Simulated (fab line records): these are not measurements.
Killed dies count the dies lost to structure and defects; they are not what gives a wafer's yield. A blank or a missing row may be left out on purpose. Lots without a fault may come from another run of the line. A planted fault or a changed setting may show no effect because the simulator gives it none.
Struck lot and sound lot, side by side -- flow n5-finfet -- 32 out of 1938 route steps
Sound: the wafers L407.1, L407.2, L407.4. Struck: wafers L396.3, L396.4, L396.5. The cause is named last.
For every step that has rows: the tool of each side, followed by ch and its chambers, followed by its first start. Under that, the readings that differ: sound wafers -- struck wafers -- difference of the means -- sigmas: that difference in standard deviations of wafers without a fault.
alike: a reading whose means differ by less than 2 such deviations, as well as words and numbers matching on both sides. not compared: withheld readings; readings where some wafer has no value; bounds like >300 that might hide an equal value; numbers whose values overlap and for which the record gives no deviation.
A row with sigmas, a row that says differs or no value, or rows on one side alone: a step with any of these is where the two part. When numbers do not overlap yet have no deviation, they are printed without sigmas and do not part them. A reading that every wafer of one side lacks parts them only if that side has two wafers or more.

first, 10 steps without rows for these wafers: N5_DUMMY_GATE_ETCH_44 (etches poly-Si in HBr/O2, stops on SiO2, target depth 127.5 nm); N5_DUMMY_GATE_ETCH_42 (etches SiO2 in CHF3/O2, target depth 3.5 nm, time 31 s); N5_DUMMY_GATE_STRIP_48 (strips in N2/H2, time 20 s); N5_DUMMY_GATE_PRECLEAN_33 (cleans in dHF, time 10 s); N5_DUMMY_GATE_PRECLEAN_25 (cleans in O3/DIW, time 45 s); N5_DUMMY_GATE_PRECLEAN_51 (cleans in SC2, time 45 s); N5_DUMMY_GATE_SRD_26 (time 30 s); N5_DUMMY_GATE_UV_OZONE_45 (time 120 s); N5_SPACER0_ALD_07 (deposits SiNx, target thk 2 nm); N5_SPACER0_ALD_00 (deposits SiOCN, target thk 3.5 nm, pulse time 3 s, purge time 2 s).
N5_SPACER0_ALD_08: deposits SiNx, target thk 2 nm.
  sound on ald-sin-03 ch 0,2,3, day 7 10:59; struck on ald-sin-04 ch 0,2, day 4 20:02
  alike: heater-power-outer-w, heater-power-w
then, 18 steps without rows for these wafers: N5_SD_EPI_N_COAT_32 (time 60 s, resist thk 350 nm); N5_SD_EPI_N_COAT_33 (time 60 s, resist thk 35 nm); N5_SD_EPI_N_COAT_03 (resist thk 150 nm); N5_SD_EPI_N_EBR_05; N5_SD_EPI_N_SOFTBAKE_04 (time 60 s); N5_SD_EPI_N_EXPOSE_06 (exposes mask SD N BLK, target cd 120 nm); N5_SD_EPI_N_PEB_07 (peb time 60 s); N5_SD_EPI_N_DEVELOP_08 (develop time 30 s); N5_SD_EPI_N_DESCUM_14 (chemistry O2, time 7.9 s); N5_SD_EPI_N_ETCH_34 (etches SiARC in CF4, target depth 45.5 nm, time 75.8 s); N5_SD_EPI_N_ETCH_35 (etches SOC in N2/H2, overetch 108 nm, time 486 s); N5_SD_EPI_N_STRIP_36 (strips in N2/H2); N5_SD_EPI_N_ETCHBACK_44 (etches SiNx in CH3F/O2, stops on SiO2, target depth 14.5 nm); N5_SD_EPI_N_ETCH_45 (etches SiOCN in CH3F/O2, target depth 6 nm); N5_SD_EPI_N_ETCH_16 (etches SiO2 in CHF3/O2, target depth 5 nm); N5_SD_EPI_N_STRIP_47 (strips in CHF3/O2); N5_SD_EPI_N_SD_RECESS_17 (chemistry HBr/Cl2/O2, target depth 41 nm, time 23.7 s, bt time 3 s); N5_SD_EPI_N_STRIP_38 (strips in N2/H2).
N5_SD_EPI_N_WET_ETCH_43: etches SiO2 in dHF, time 14 s, target depth 1.5 nm.
  sound on wet-bench-06 ch 2,4,5, day 7 12:30; struck on wet-bench-04 ch 1,5,6, day 4 21:31
reading,sound,struck,difference,sigmas
model.SiNx_of_SPACER0_ALD_08.thk-nm (nm),1.6 1.6 1.6,3.6 3.6 3.4,+1.9,
then, 2 steps without rows for these wafers: N5_SD_EPI_N_STRIP_18 (strips in SPM, time 750 s); N5_PASSIVATION_PROBE_49.

## WHERE THEY PART
Nowhere in this record.

WHY: whatever the simulator had introduced
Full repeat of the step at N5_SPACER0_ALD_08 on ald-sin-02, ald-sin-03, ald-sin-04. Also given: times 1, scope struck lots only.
